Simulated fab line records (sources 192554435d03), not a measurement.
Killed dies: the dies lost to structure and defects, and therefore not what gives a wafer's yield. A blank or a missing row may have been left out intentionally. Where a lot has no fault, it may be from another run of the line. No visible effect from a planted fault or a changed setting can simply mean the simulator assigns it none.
fab line records / flow n5Finfet
record: lots: 5 wafers: 14 lastDay: 17
route steps=1938 shown BEOL_M4@1089
lots with no fault: from the same line, run without faults
startH: the number of hours between the record's first day and the start of the first shown wafer of the lot / waitH: time in hours since the lot's previous step / " the same as in the row above / L1.1+2: a row that stands for several wafers / - no value, or no start given / * or withheld: withheld / < > ~ a bound
route shown NAME@n: NAME is a module with steps in the file, n the number in the route of the first one / usual: the fault-free wafers' mean and standard deviation / same: alike in all rows / chamber/n: place in a boat / sites: per-site readings / _std_site: how widely they spread, as a standard deviation / _edge_site: mean of outer sites minus mean of inner sites / radiusMm: for every site, how far away it sits from the centre of the wafer / mask NAME#n: copy n / behind: the most recent tool/chamber to have shaped the wafer / hold: the reason the lot was held/the length of the hold in hours/how it ended / device: names the non-switching transistor (n, p or np) / end of line: at the end of the route, the tests of the same wafers / for a step that has no rows: nothing shown but its recipe / killed: the dies lost at the first sort to structure and to defects; this is not the yield of the wafer / map: a wafer's dies, marking killed ones x, the rest . and places with no die _
set.NAME: the setting that was run; set.NAME@STEP: the one run at that earlier step / model.NAME: the simulator's own value behind a step, which no gauge read
certain route steps with their lots: each step a table, each wafer a row
services: from which hour (startH, from the record's first day; less than 0 if before it) a tool's chamber was out of use, for how many hours, and why
== steps ==
step: N5_BEOL_M4_ANNEAL_82
recipe: tempC: 400 timeS: 240 ambient: vacuum
usual: heaterPowerW: 833/50
lot.wafer=L532.2 tool=pvdSputter-03 chamber=- startH=227.34 waitH=0.0 heaterPowerW=795
lot.wafer=L532.3 tool=pvdSputter-03 chamber=- startH=227.34 waitH=0.0 heaterPowerW=750
lot.wafer=L532.6 tool=pvdSputter-03 chamber=- startH=227.34 waitH=0.0 heaterPowerW=872
lot.wafer=L531.1 tool=pvdSputter-02 chamber=- startH=231.09 waitH=0.0 heaterPowerW=799
lot.wafer=L531.4 tool=pvdSputter-02 chamber=- startH=231.09 waitH=0.0 heaterPowerW=875
lot.wafer=L531.5 tool=pvdSputter-02 chamber=- startH=231.09 waitH=0.0 heaterPowerW=894
lot.wafer=L537.2 tool=pvdSputter-02 chamber=- startH=263.24 waitH=0.0 heaterPowerW=872
lot.wafer=L537.3 tool=pvdSputter-02 chamber=- startH=263.24 waitH=0.0 heaterPowerW=883
lot.wafer=L537.6 tool=pvdSputter-02 chamber=- startH=263.24 waitH=0.0 heaterPowerW=881
lot.wafer=L538.1 tool=pvdSputter-02 chamber=- startH=266.50 waitH=0.0 heaterPowerW=876
lot.wafer=L538.2 tool=pvdSputter-02 chamber=- startH=266.50 waitH=0.0 heaterPowerW=802
lot.wafer=L538.3 tool=pvdSputter-02 chamber=- startH=266.50 waitH=0.0 heaterPowerW=891
lot.wafer=L543.3 tool=pvdSputter-01 chamber=- startH=302.44 waitH=0.0 heaterPowerW=860
lot.wafer=L543.5 tool=pvdSputter-01 chamber=- startH=302.44 waitH=0.0 heaterPowerW=841
step: N5_BEOL_M4_SPUTTER_86
recipe: material: Cu targetThkA: 45 tempC: -20 chamberPressurePa: 0.07 powerW: withheld timeS: 8.29
step: N5_BEOL_M4_ANNEAL_87
recipe: tempC: 400 timeS: 240 ambient: vacuum
step: N5_BEOL_M4_SPUTTER_88
recipe: material: Cu targetThkA: 45 tempC: -20 chamberPressurePa: 0.07 powerW: withheld timeS: 8.29
step: N5_BEOL_M4_ANNEAL_89
recipe: tempC: 400 timeS: 240 ambient: vacuum
step: N5_BEOL_M4_SPUTTER_90
recipe: material: Cu targetThkA: 45 tempC: -20 chamberPressurePa: 0.07 powerW: withheld timeS: 8.29
step: N5_BEOL_M4_ANNEAL_91
recipe: tempC: 400 timeS: 240 ambient: vacuum
usual: heaterPowerW: 833/49
lot.wafer=L532.2 tool=pvdSputter-03 chamber=- startH=228.00 waitH=0.0 heaterPowerW=798
lot.wafer=L532.3 tool=pvdSputter-03 chamber=- startH=228.00 waitH=0.0 heaterPowerW=763
lot.wafer=L532.6 tool=pvdSputter-03 chamber=- startH=228.00 waitH=0.0 heaterPowerW=875
lot.wafer=L531.1 tool=pvdSputter-02 chamber=- startH=231.75 waitH=0.0 heaterPowerW=798
lot.wafer=L531.4 tool=pvdSputter-02 chamber=- startH=231.75 waitH=0.0 heaterPowerW=874
lot.wafer=L531.5 tool=pvdSputter-02 chamber=- startH=231.75 waitH=0.0 heaterPowerW=908
lot.wafer=L537.2 tool=pvdSputter-02 chamber=- startH=263.90 waitH=0.0 heaterPowerW=887
lot.wafer=L537.3 tool=pvdSputter-02 chamber=- startH=263.90 waitH=0.0 heaterPowerW=902
lot.wafer=L537.6 tool=pvdSputter-02 chamber=- startH=263.90 waitH=0.0 heaterPowerW=889
lot.wafer=L538.1 tool=pvdSputter-02 chamber=- startH=267.16 waitH=0.0 heaterPowerW=869
lot.wafer=L538.2 tool=pvdSputter-02 chamber=- startH=267.16 waitH=0.0 heaterPowerW=789
lot.wafer=L538.3 tool=pvdSputter-02 chamber=- startH=267.16 waitH=0.0 heaterPowerW=888
lot.wafer=L543.3 tool=pvdSputter-01 chamber=- startH=303.10 waitH=0.0 heaterPowerW=840
lot.wafer=L543.5 tool=pvdSputter-01 chamber=- startH=303.10 waitH=0.0 heaterPowerW=823
step: N5_BEOL_M4_SPUTTER_92
recipe: material: Cu targetThkA: 45 tempC: -20 chamberPressurePa: 0.07 powerW: withheld timeS: 8.29
usual: chuckSensorTempC: -15.9/0.56 throttleValvePct: 30.5/0.65
lot.wafer=L532.2 tool=pvdSputter-03 chamber=- startH=228.14 waitH=0.1 chuckSensorTempC=-15.0 throttleValvePct=30.0
lot.wafer=L532.3 tool=pvdSputter-03 chamber=- startH=228.14 waitH=0.1 chuckSensorTempC=-16.1 throttleValvePct=30.5
lot.wafer=L532.6 tool=pvdSputter-03 chamber=- startH=228.14 waitH=0.1 chuckSensorTempC=-16.5 throttleValvePct=30.5
lot.wafer=L531.1 tool=pvdSputter-02 chamber=- startH=231.89 waitH=0.1 chuckSensorTempC=-16.1 throttleValvePct=29.8
lot.wafer=L531.4 tool=pvdSputter-02 chamber=- startH=231.89 waitH=0.1 chuckSensorTempC=-15.7 throttleValvePct=30.9
lot.wafer=L531.5 tool=pvdSputter-02 chamber=- startH=231.89 waitH=0.1 chuckSensorTempC=-15.5 throttleValvePct=30.0
lot.wafer=L537.2 tool=pvdSputter-02 chamber=- startH=264.04 waitH=0.1 chuckSensorTempC=-15.7 throttleValvePct=30.1
lot.wafer=L537.3 tool=pvdSputter-02 chamber=- startH=264.04 waitH=0.1 chuckSensorTempC=-15.5 throttleValvePct=30.2
lot.wafer=L537.6 tool=pvdSputter-02 chamber=- startH=264.04 waitH=0.1 chuckSensorTempC=-15.6 throttleValvePct=29.9
lot.wafer=L538.1 tool=pvdSputter-02 chamber=- startH=267.30 waitH=0.1 chuckSensorTempC=-15.5 throttleValvePct=30.2
lot.wafer=L538.2 tool=pvdSputter-02 chamber=- startH=267.30 waitH=0.1 chuckSensorTempC=-16.1 throttleValvePct=29.5
lot.wafer=L538.3 tool=pvdSputter-02 chamber=- startH=267.30 waitH=0.1 chuckSensorTempC=-15.5 throttleValvePct=30.4
lot.wafer=L543.3 tool=pvdSputter-01 chamber=- startH=303.24 waitH=0.1 chuckSensorTempC=-16.5 throttleValvePct=30.3
lot.wafer=L543.5 tool=pvdSputter-01 chamber=- startH=303.24 waitH=0.1 chuckSensorTempC=-16.4 throttleValvePct=30.1
step: N5_BEOL_M4_ANNEAL_93
recipe: tempC: 400 timeS: 240 ambient: vacuum
usual: heaterPowerW: 832/50
lot.wafer=L532.2 tool=pvdSputter-03 chamber=- startH=228.22 waitH=0.0 heaterPowerW=788
lot.wafer=L532.3 tool=pvdSputter-03 chamber=- startH=228.22 waitH=0.0 heaterPowerW=745
lot.wafer=L532.6 tool=pvdSputter-03 chamber=- startH=228.22 waitH=0.0 heaterPowerW=879
lot.wafer=L531.1 tool=pvdSputter-02 chamber=- startH=231.97 waitH=0.0 heaterPowerW=814
lot.wafer=L531.4 tool=pvdSputter-02 chamber=- startH=231.97 waitH=0.0 heaterPowerW=878
lot.wafer=L531.5 tool=pvdSputter-02 chamber=- startH=231.97 waitH=0.0 heaterPowerW=866
lot.wafer=L537.2 tool=pvdSputter-02 chamber=- startH=264.12 waitH=0.0 heaterPowerW=877
lot.wafer=L537.3 tool=pvdSputter-02 chamber=- startH=264.12 waitH=0.0 heaterPowerW=879
lot.wafer=L537.6 tool=pvdSputter-02 chamber=- startH=264.12 waitH=0.0 heaterPowerW=887
lot.wafer=L538.1 tool=pvdSputter-02 chamber=- startH=267.38 waitH=0.0 heaterPowerW=894
lot.wafer=L538.2 tool=pvdSputter-02 chamber=- startH=267.38 waitH=0.0 heaterPowerW=796
lot.wafer=L538.3 tool=pvdSputter-02 chamber=- startH=267.38 waitH=0.0 heaterPowerW=891
lot.wafer=L543.3 tool=pvdSputter-01 chamber=- startH=303.32 waitH=0.0 heaterPowerW=862
lot.wafer=L543.5 tool=pvdSputter-01 chamber=- startH=303.32 waitH=0.0 heaterPowerW=856
step: N5_BEOL_M4_SPUTTER_94
recipe: material: Cu targetThkA: 45 tempC: -20 chamberPressurePa: 0.07 powerW: withheld timeS: 8.29
step: N5_BEOL_M4_ANNEAL_95
recipe: tempC: 400 timeS: 240 ambient: vacuum
step: N5_BEOL_M4_SPUTTER_96
recipe: material: Cu targetThkA: 45 tempC: -20 chamberPressurePa: 0.07 powerW: withheld timeS: 8.29
step: N5_BEOL_M4_ECD_50
recipe: material: Cu targetThkA: 3000
lot.wafer=L532.2 tool=ecdCu-01 chamber=1 startH=228.70 waitH=0.1 model.Cu_of_BEOL_M4_ECD_50.thkNm=298.8
lot.wafer=L532.3 tool=ecdCu-01 chamber=1 startH=228.70 waitH=0.1 model.Cu_of_BEOL_M4_ECD_50.thkNm=300.2
lot.wafer=L532.6 tool=ecdCu-01 chamber=0 startH=228.70 waitH=0.1 model.Cu_of_BEOL_M4_ECD_50.thkNm=303
lot.wafer=L531.1 tool=ecdCu-02 chamber=0 startH=232.45 waitH=0.1 model.Cu_of_BEOL_M4_ECD_50.thkNm=297.2
lot.wafer=L531.4 tool=ecdCu-02 chamber=1 startH=232.45 waitH=0.1 model.Cu_of_BEOL_M4_ECD_50.thkNm=300.8
lot.wafer=L531.5 tool=ecdCu-02 chamber=1 startH=232.45 waitH=0.1 model.Cu_of_BEOL_M4_ECD_50.thkNm=301.6
lot.wafer=L537.2 tool=ecdCu-02 chamber=0 startH=264.60 waitH=0.1 model.Cu_of_BEOL_M4_ECD_50.thkNm=299.6
lot.wafer=L537.3 tool=ecdCu-02 chamber=0 startH=264.60 waitH=0.1 model.Cu_of_BEOL_M4_ECD_50.thkNm=303.4
lot.wafer=L537.6 tool=ecdCu-02 chamber=0 startH=264.60 waitH=0.1 model.Cu_of_BEOL_M4_ECD_50.thkNm=307.2
lot.wafer=L538.1 tool=ecdCu-01 chamber=1 startH=267.86 waitH=0.1 model.Cu_of_BEOL_M4_ECD_50.thkNm=295.8
lot.wafer=L538.2 tool=ecdCu-01 chamber=0 startH=267.86 waitH=0.1 model.Cu_of_BEOL_M4_ECD_50.thkNm=297.6
lot.wafer=L538.3 tool=ecdCu-01 chamber=0 startH=267.86 waitH=0.1 model.Cu_of_BEOL_M4_ECD_50.thkNm=294.4
lot.wafer=L543.3 tool=ecdCu-01 chamber=1 startH=303.81 waitH=0.1 model.Cu_of_BEOL_M4_ECD_50.thkNm=298.8
lot.wafer=L543.5 tool=ecdCu-01 chamber=1 startH=303.81 waitH=0.1 model.Cu_of_BEOL_M4_ECD_50.thkNm=212
step: N5_BEOL_M4_ANNEAL_51
recipe: tempC: 225 timeS: 90 ambient: N2
usual: wafer_temp_C_max: 225.70/0.18
lot.wafer=L532.2 tool=rtpAnneal-02 chamber=0 startH=228.90 waitH=0.2 wafer_temp_C_max=225.66
lot.wafer=L532.3 tool=rtpAnneal-02 chamber=0 startH=228.90 waitH=0.2 wafer_temp_C_max=225.60
lot.wafer=L532.6 tool=rtpAnneal-02 chamber=0 startH=228.90 waitH=0.2 wafer_temp_C_max=225.91
lot.wafer=L531.1 tool=rtpAnneal-01 chamber=0 startH=232.53 waitH=0.1 wafer_temp_C_max=225.65
lot.wafer=L531.4 tool=rtpAnneal-01 chamber=0 startH=232.53 waitH=0.1 wafer_temp_C_max=225.73
lot.wafer=L531.5 tool=rtpAnneal-01 chamber=0 startH=232.53 waitH=0.1 wafer_temp_C_max=225.69
lot.wafer=L537.2 tool=rtpAnneal-02 chamber=0 startH=264.72 waitH=0.1 wafer_temp_C_max=225.98
lot.wafer=L537.3 tool=rtpAnneal-02 chamber=0 startH=264.72 waitH=0.1 wafer_temp_C_max=225.64
lot.wafer=L537.6 tool=rtpAnneal-02 chamber=0 startH=264.72 waitH=0.1 wafer_temp_C_max=225.99
lot.wafer=L538.1 tool=rtpAnneal-01 chamber=0 startH=267.94 waitH=0.1 wafer_temp_C_max=225.69
lot.wafer=L538.2 tool=rtpAnneal-01 chamber=0 startH=267.94 waitH=0.1 wafer_temp_C_max=225.86
lot.wafer=L538.3 tool=rtpAnneal-01 chamber=0 startH=267.94 waitH=0.1 wafer_temp_C_max=225.64
lot.wafer=L543.3 tool=rtpAnneal-01 chamber=0 startH=303.96 waitH=0.1 wafer_temp_C_max=225.65
lot.wafer=L543.5 tool=rtpAnneal-01 chamber=0 startH=303.96 waitH=0.1 wafer_temp_C_max=225.54
step: N5_BEOL_M4_CMP_52
recipe: stopOn: SiOC tOverpolishS: 6.8 downForcePsi: 1 platenRpm: 50 clearingPlatenDownForcePsi: 1.5 clearingPlatenRpm: 50 postCmpClean: cuAlkaline targetThkNm: 40 clearingPlatenPadVelocityMS: 0.99484 padVelocityMS: 0.99484
usual: clearingPlatenRpm: 49.998/0.025 motorCurrentA: 6.1/0.63 timeToEndpointS: 62/3.1
lot.wafer=L532.3 tool=cmp-04 chamber=0 startH=229.21 waitH=0.2 clearingPlatenRpm=49.973 motorCurrentA=5.0 timeToEndpointS=66
lot.wafer=L532.2 tool=cmp-04 chamber=1 startH=229.21 waitH=0.2 clearingPlatenRpm=50.031 motorCurrentA=6.5 timeToEndpointS=65
lot.wafer=L532.6 tool=cmp-04 chamber=0 startH=229.21 waitH=0.2 clearingPlatenRpm=50.019 motorCurrentA=4.8 timeToEndpointS=70
lot.wafer=L531.4 tool=cmp-02 chamber=1 startH=232.82 waitH=0.1 clearingPlatenRpm=50.001 motorCurrentA=7.0 timeToEndpointS=60
lot.wafer=L531.1 tool=cmp-02 chamber=0 startH=232.82 waitH=0.1 clearingPlatenRpm=49.959 motorCurrentA=5.6 timeToEndpointS=61
lot.wafer=L531.5 tool=cmp-02 chamber=1 startH=232.82 waitH=0.1 clearingPlatenRpm=49.971 motorCurrentA=6.8 timeToEndpointS=57
lot.wafer=L537.3 tool=cmp-02 chamber=3 startH=265.05 waitH=0.2 clearingPlatenRpm=50.041 motorCurrentA=6.3 timeToEndpointS=66
lot.wafer=L537.2 tool=cmp-02 chamber=0 startH=265.05 waitH=0.2 clearingPlatenRpm=50.056 motorCurrentA=5.9 timeToEndpointS=64
lot.wafer=L537.6 tool=cmp-02 chamber=2 startH=265.05 waitH=0.2 clearingPlatenRpm=49.955 motorCurrentA=6.2 timeToEndpointS=65
lot.wafer=L538.1 tool=cmp-02 chamber=0 startH=269.34 waitH=1.4 clearingPlatenRpm=49.989 motorCurrentA=5.7 timeToEndpointS=60
lot.wafer=L538.3 tool=cmp-02 chamber=1 startH=269.34 waitH=1.4 clearingPlatenRpm=50.006 motorCurrentA=7.2 timeToEndpointS=59
lot.wafer=L538.2 tool=cmp-02 chamber=2 startH=269.34 waitH=1.4 clearingPlatenRpm=50.010 motorCurrentA=5.7 timeToEndpointS=60
lot.wafer=L543.3 tool=cmp-02 chamber=3 startH=304.28 waitH=0.3 clearingPlatenRpm=49.995 motorCurrentA=6.7 timeToEndpointS=63
lot.wafer=L543.5 tool=cmp-02 chamber=0 startH=304.28 waitH=0.3 clearingPlatenRpm=50.001 motorCurrentA=5.6 timeToEndpointS=46
step: N5_BEOL_M4_THK_MEAS_53
recipe: thkMeasGauge: xrf reads: Cu_of_BEOL_M4_ECD_50
usual: M4_THK: 40.9/1.4
lot.wafer=L532.2 tool=filmMetro-02 chamber=- startH=229.46 waitH=- M4_THK[nm]=40.6
lot.wafer=L532.3 tool=filmMetro-02 chamber=- startH=229.46 waitH=- M4_THK[nm]=43.6
lot.wafer=L532.6 tool=filmMetro-02 chamber=- startH=229.46 waitH=- M4_THK[nm]=42.5
lot.wafer=L531.1 tool=filmMetro-02 chamber=- startH=233.12 waitH=- M4_THK[nm]=42.0
lot.wafer=L531.4 tool=filmMetro-02 chamber=- startH=233.12 waitH=- M4_THK[nm]=39.6
lot.wafer=L531.5 tool=filmMetro-02 chamber=- startH=233.12 waitH=- M4_THK[nm]=39.7
lot.wafer=L537.2 tool=filmMetro-02 chamber=- startH=265.27 waitH=- M4_THK[nm]=38.1
lot.wafer=L537.3 tool=filmMetro-02 chamber=- startH=265.27 waitH=- M4_THK[nm]=41.8
lot.wafer=L537.6 tool=filmMetro-02 chamber=- startH=265.27 waitH=- M4_THK[nm]=39.6
lot.wafer=L538.1 tool=filmMetro-01 chamber=- startH=269.60 waitH=- M4_THK[nm]=40.8
lot.wafer=L538.2 tool=filmMetro-01 chamber=- startH=269.60 waitH=- M4_THK[nm]=42.0
lot.wafer=L538.3 tool=filmMetro-01 chamber=- startH=269.60 waitH=- M4_THK[nm]=41.9
lot.wafer=L543.3 tool=filmMetro-02 chamber=- startH=304.46 waitH=- M4_THK[nm]=41.5
lot.wafer=L543.5 tool=filmMetro-02 chamber=- startH=304.46 waitH=- M4_THK[nm]=40.8
step: N5_BEOL_M4_RC_MEAS_101
usual: DIBL_N: 36.6/1.1 DIBL_P: 36.8/1.6 IOFF_N: 0.169/0.024 IOFF_P: 0.206/0.028 ION_N: 679/9.2 ION_P: 462/7 SS_N: 71.6/0.57 SS_P: 73.3/0.57 VT_N: 248.8/2.4 VT_P: -251/3
lot.wafer=L532.2 tool=prober-01 chamber=0 startH=229.93 waitH=0.2 DIBL_N[mV/V]=36.7 DIBL_P[mV/V]=36.2 IOFF_N[nA/um]=0.176 IOFF_P[nA/um]=0.206 ION_N[uA/um]=669 ION_P[uA/um]=457 SS_N[mV/dec]=72.6 SS_P[mV/dec]=74.2 VT_N[mV]=249.5 VT_P[mV]=-252
lot.wafer=L532.3 tool=prober-01 chamber=0 startH=229.93 waitH=0.2 DIBL_N[mV/V]=36.6 DIBL_P[mV/V]=35.5 IOFF_N[nA/um]=0.171 IOFF_P[nA/um]=0.198 ION_N[uA/um]=659 ION_P[uA/um]=450 SS_N[mV/dec]=72.5 SS_P[mV/dec]=74.4 VT_N[mV]=250.7 VT_P[mV]=-251
lot.wafer=L532.6 tool=prober-01 chamber=0 startH=229.93 waitH=0.2 DIBL_N[mV/V]=36.3 DIBL_P[mV/V]=35.2 IOFF_N[nA/um]=0.162 IOFF_P[nA/um]=0.196 ION_N[uA/um]=662 ION_P[uA/um]=456 SS_N[mV/dec]=71.6 SS_P[mV/dec]=72.9 VT_N[mV]=248.9 VT_P[mV]=-252
lot.wafer=L531.1 tool=prober-01 chamber=0 startH=233.44 waitH=0.0 DIBL_N[mV/V]=37.9 DIBL_P[mV/V]=38.0 IOFF_N[nA/um]=0.196 IOFF_P[nA/um]=0.239 ION_N[uA/um]=686 ION_P[uA/um]=467 SS_N[mV/dec]=71.7 SS_P[mV/dec]=73.5 VT_N[mV]=245.9 VT_P[mV]=-249
lot.wafer=L531.4 tool=prober-01 chamber=0 startH=233.44 waitH=0.0 DIBL_N[mV/V]=39.0 DIBL_P[mV/V]=39.8 IOFF_N[nA/um]=0.228 IOFF_P[nA/um]=0.266 ION_N[uA/um]=700 ION_P[uA/um]=476 SS_N[mV/dec]=72.4 SS_P[mV/dec]=74.6 VT_N[mV]=245.5 VT_P[mV]=-249
lot.wafer=L531.5 tool=prober-01 chamber=0 startH=233.44 waitH=0.0 DIBL_N[mV/V]=37.3 DIBL_P[mV/V]=38.7 IOFF_N[nA/um]=0.184 IOFF_P[nA/um]=0.236 ION_N[uA/um]=672 ION_P[uA/um]=463 SS_N[mV/dec]=71.7 SS_P[mV/dec]=73.2 VT_N[mV]=248.7 VT_P[mV]=-246
lot.wafer=L537.2 tool=prober-02 chamber=0 startH=265.74 waitH=0.2 DIBL_N[mV/V]=37.0 DIBL_P[mV/V]=37.1 IOFF_N[nA/um]=0.156 IOFF_P[nA/um]=0.205 ION_N[uA/um]=670 ION_P[uA/um]=462 SS_N[mV/dec]=71.2 SS_P[mV/dec]=73.0 VT_N[mV]=251.5 VT_P[mV]=-250
lot.wafer=L537.3 tool=prober-02 chamber=0 startH=265.74 waitH=0.2 DIBL_N[mV/V]=37.2 DIBL_P[mV/V]=37.7 IOFF_N[nA/um]=0.157 IOFF_P[nA/um]=0.214 ION_N[uA/um]=666 ION_P[uA/um]=462 SS_N[mV/dec]=71.8 SS_P[mV/dec]=73.0 VT_N[mV]=250.8 VT_P[mV]=-249
lot.wafer=L537.6 tool=prober-02 chamber=0 startH=265.74 waitH=0.2 DIBL_N[mV/V]=37.5 DIBL_P[mV/V]=37.7 IOFF_N[nA/um]=0.164 IOFF_P[nA/um]=0.223 ION_N[uA/um]=671 ION_P[uA/um]=460 SS_N[mV/dec]=71.3 SS_P[mV/dec]=73.7 VT_N[mV]=251.2 VT_P[mV]=-247
lot.wafer=L538.1 tool=prober-01 chamber=0 startH=270.47 waitH=0.0 DIBL_N[mV/V]=35.8 DIBL_P[mV/V]=35.0 IOFF_N[nA/um]=0.142 IOFF_P[nA/um]=0.186 ION_N[uA/um]=686 ION_P[uA/um]=465 SS_N[mV/dec]=71.5 SS_P[mV/dec]=73.4 VT_N[mV]=250.8 VT_P[mV]=-251
lot.wafer=L538.2 tool=prober-01 chamber=0 startH=270.47 waitH=0.0 DIBL_N[mV/V]=36.3 DIBL_P[mV/V]=35.8 IOFF_N[nA/um]=0.152 IOFF_P[nA/um]=0.192 ION_N[uA/um]=689 ION_P[uA/um]=464 SS_N[mV/dec]=71.9 SS_P[mV/dec]=72.9 VT_N[mV]=250.7 VT_P[mV]=-253
lot.wafer=L538.3 tool=prober-01 chamber=0 startH=270.47 waitH=0.0 DIBL_N[mV/V]=38.7 DIBL_P[mV/V]=38.0 IOFF_N[nA/um]=0.191 IOFF_P[nA/um]=0.231 ION_N[uA/um]=687 ION_P[uA/um]=460 SS_N[mV/dec]=71.5 SS_P[mV/dec]=73.6 VT_N[mV]=246.8 VT_P[mV]=-249
lot.wafer=L543.3 tool=prober-01 chamber=0 startH=305.10 waitH=0.3 DIBL_N[mV/V]=38.3 DIBL_P[mV/V]=39.5 IOFF_N[nA/um]=0.212 IOFF_P[nA/um]=0.242 ION_N[uA/um]=684 ION_P[uA/um]=466 SS_N[mV/dec]=72.2 SS_P[mV/dec]=74.1 VT_N[mV]=247.3 VT_P[mV]=-249
lot.wafer=L543.5 tool=prober-01 chamber=0 startH=305.10 waitH=0.3 DIBL_N[mV/V]=38.3 DIBL_P[mV/V]=38.0 IOFF_N[nA/um]=0.201 IOFF_P[nA/um]=0.219 ION_N[uA/um]=678 ION_P[uA/um]=461 SS_N[mV/dec]=72.1 SS_P[mV/dec]=73.6 VT_N[mV]=246.5 VT_P[mV]=-249
== services ==
tool=cmp-04 chamber=- startH=216.84 hours=2.2 kind=repair
tool=cmp-04 chamber=- startH=233.82 hours=0.3 kind=repair
tool=cmp-02 chamber=- startH=255.37 hours=4.0 kind=pm
tool=cmp-04 chamber=- startH=264.04 hours=5.4 kind=repair
tool=pvdSputter-02 chamber=- startH=295.39 hours=5.2 kind=repair
== key ==
firstSign: step: N5_BEOL_M4_CMP_52 reading: timeToEndpointS direction: down sigmas: 5.1 usual: * struck: *
effect none on later readings
modelEffect: step: N5_BEOL_M4_ECD_50 value: Cu_of_BEOL_M4_ECD_50.thkNm without: 299.8 struck: 212
metAt N5_BEOL_M4_ECD_50
struckWafers L543.5
onsetBetween 267.86 303.81
fault: kind: processParameterDrift tool: ecdCu-01 chamber: - onsetH: 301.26 steps: N5_BEOL_M4_ECD_50 channel: targetThkA offset: * shape: step endH: 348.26 scope: struckWafersOnly actsIn: * stated: *
